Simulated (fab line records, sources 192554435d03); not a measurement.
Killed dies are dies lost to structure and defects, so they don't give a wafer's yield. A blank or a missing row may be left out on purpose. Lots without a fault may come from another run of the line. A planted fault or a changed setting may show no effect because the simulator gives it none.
Split-lot experiment | flow n5_finfet | 7 lots, 21 wafers read, on a route of 1938 steps

THE SPLIT
At N5_BEOL_M4_COAT_22 (resist thk 30 nm), the setting spin_rpm was moved away from the recipe's 1500 rpm on 8 of the 21 wafers read, by -8.8% to +10.1%. The other wafers ran this setting at the recipe's value.

FROM THE SPLIT TO THE READING: what the file shows between them, 2 steps
- N5_BEOL_M4_EBR_24
- N5_BEOL_M4_SOFTBAKE_23: time 60 s

THE READING
CAR-EUV_of_BEOL_M4_COAT_22.thk_nm (the simulator's own value, which no gauge read), in nm, at N5_BEOL_M4_DESCUM_33 (chemistry O2, time 7 s). The file gives no usual value for it. The 13 wafers here that ran the recipe average 26.0 nm, standard deviation 0.12 nm.

wafer  | tool, chamber at the split | spin_rpm as run, rpm | against the recipe | CAR-EUV_of_BEOL_M4_COAT_22.thk_nm, nm | against lot-mates on the recipe
L076.1 | litho_track-02, 0          | 1368                 | -8.8%              | 27.4                                  | +1.4
L076.4 | litho_track-02, 0          | 1500                 | recipe             | 26                                    | -
L076.6 | litho_track-02, 0          | 1500                 | recipe             | 26                                    | -
L081.1 | litho_track-04, 0          | 1500                 | recipe             | 26                                    | -
L081.2 | litho_track-04, 0          | 1652                 | +10.1%             | 24.8                                  | -1.3
L081.3 | litho_track-04, 0          | 1500                 | recipe             | 26.2                                  | -
L083.1 | litho_track-04, 0          | 1500                 | recipe             | 25.8                                  | -
L083.4 | litho_track-04, 0          | 1437                 | -4.2%              | 26.6                                  | +0.8
L083.5 | litho_track-04, 0          | 1437                 | -4.2%              | 26.4                                  | +0.6
L088.1 | litho_track-04, 0          | 1500                 | recipe             | 26                                    | -
L088.2 | litho_track-04, 0          | 1378                 | -8.1%              | 27.2                                  | +1.2
L088.3 | litho_track-04, 0          | 1378                 | -8.1%              | 27.2                                  | +1.2
L089.3 | litho_track-02, 0          | 1500                 | recipe             | 26                                    | -
L089.4 | litho_track-02, 0          | 1626                 | +8.4%              | 25                                    | -1.0
L089.6 | litho_track-02, 0          | 1626                 | +8.4%              | 25                                    | -1.0
L096.1 | litho_track-02, 0          | 1500                 | recipe             | 25.8                                  | -
L096.4 | litho_track-02, 0          | 1500                 | recipe             | 25.8                                  | -
L096.6 | litho_track-02, 0          | 1500                 | recipe             | 26                                    | -
L097.3 | litho_track-05, 0          | 1500                 | recipe             | 26                                    | -
L097.4 | litho_track-05, 0          | 1500                 | recipe             | 26                                    | -
L097.6 | litho_track-05, 0          | 1500                 | recipe             | 26.2                                  | -

THE FIT
A straight line over all 21 wafers: CAR-EUV_of_BEOL_M4_COAT_22.thk_nm changes by -0.133 nm for each +1% of spin_rpm; r = -0.98; the points scatter about the line by 0.13 nm.
The same after taking each lot's own level away (the mean of its wafers on the recipe; 21 wafers): -0.138 nm for each +1%; r = -0.99; scatter 0.098 nm.
On that fit, the largest move of spin_rpm shifts the reading by 1.4 nm.
The lots' own levels span 25.80 to 26.10 nm, that is 2.4 times the standard deviation above.
So the lot-to-lot level changes the slope little: the two slopes agree.
Check: with one of the wafers moved furthest among these (+10.1%) left out of the fit, the line predicts -1.37 nm for it against its lot-mates. It came out at -1.3 nm against them.

OTHER SPLITS ON THESE WAFERS
These wafers also went through other splits before the reading. Each is held against what the fit with the lots' levels taken away leaves over:
other split on the same wafers | wafers away from the commonest value | r with CAR-EUV_of_BEOL_M4_COAT_22.thk_nm (lot level and that fit taken away)
N5_BEOL_M4_COAT_68 spin_rpm    | 10                                   | +0.29

THE WHOLE CHAIN: every reading that the file lists as answering this split, in the file's order
step                 | what it does           | reading                                                                            | change (the file's fit)               | r (the file's)
N5_BEOL_M4_COAT_22   | resist thk 30 nm       | CAR-EUV_of_BEOL_M4_COAT_22.thk_nm (the simulator's own value, which no gauge read) | -0.147 nm for each +1% of the setting | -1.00
N5_BEOL_M4_DESCUM_33 | chemistry O2, time 7 s | CAR-EUV_of_BEOL_M4_COAT_22.thk_nm (the simulator's own value, which no gauge read) | -0.139 nm for each +1% of the setting | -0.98

THE FILE'S OWN FIT
CAR-EUV_of_BEOL_M4_COAT_22.thk_nm changes by -0.139 nm for each +1% of spin_rpm, r = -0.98.
